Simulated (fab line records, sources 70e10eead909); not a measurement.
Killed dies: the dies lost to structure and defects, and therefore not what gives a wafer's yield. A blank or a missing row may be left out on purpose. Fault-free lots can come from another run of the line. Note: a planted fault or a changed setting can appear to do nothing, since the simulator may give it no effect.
Matching of chambers | flow nand-harc | rie-diel-11 running NHARC_A_CONTACT_ETCH_106: 4 sister chambers
The step etches the open film in CF4/O2, target depth 60 nm, overetch 6 nm, time 33 s. 8 wafers are shown with their chamber, then 12 later ones without.

## WAFERS PAIRED WITH THEIR CHAMBERS
wafer  | chamber | drypump-motor-current-A (A) | oes-product-au (a.u.)
L089.5 | 0       | 5.9                         | 0.974
L089.6 | 3       | 6.3                         | 1.009
L090.1 | 0       | 5.9                         | 0.981
L090.2 | 3       | 6.3                         | 1.018
L090.3 | 2       | 4.8                         | 0.972
L090.4 | 1       | 6.6                         | 0.993
L090.5 | 1       | 6.7                         | 0.988
L090.6 | 2       | 4.8                         | 0.971

## WAFERS WITHOUT THEIR CHAMBER
wafer  | drypump-motor-current-A (A) | oes-product-au (a.u.)
L092.3 | 5.9                         | 0.990
L092.4 | 6.6                         | 0.982
L092.6 | 4.8                         | 0.980
L093.1 | 6.6                         | 0.997
L093.3 | 6.3                         | 1.016
L093.4 | 4.8                         | 0.963
L095.1 | 5.9                         | 0.989
L095.5 | 6.3                         | 1.008
L095.6 | 5.9                         | 0.999
L096.1 | 4.8                         | 0.986
L096.2 | 6.3                         | 1.011
L096.4 | 6.6                         | 0.999

## CHAMBER TAKEN BY EACH
wafer  | from the rows above | in truth
L092.3 | 0                   | 0
L092.4 | 1                   | 1
L092.6 | 2                   | 2
L093.1 | 1                   | 1
L093.3 | 3                   | 3
L093.4 | 2                   | 2
L095.1 | 0                   | 0
L095.5 | 3                   | 3
L095.6 | 0                   | 0
L096.1 | 2                   | 2
L096.2 | 3                   | 3
L096.4 | 1                   | 1
Placed correctly: 12 of 12. Can't be placed from these rows: 0. Placed wrongly: 0.
How it was worked out, from the rows above alone: a wafer's distance from a chamber is the root of the sum, over the readings, of the square of ((its reading less the chamber's mean) divided by the reading's scatter). The wafer belongs to the nearest chamber; if the next one is less than 2 further off, it can't be placed. A chamber's mean is the mean of its shown wafers. The scatter: the root of (the sum of the squares of (reading less its chamber's mean) over the shown wafers, divided by (wafers less chambers)).
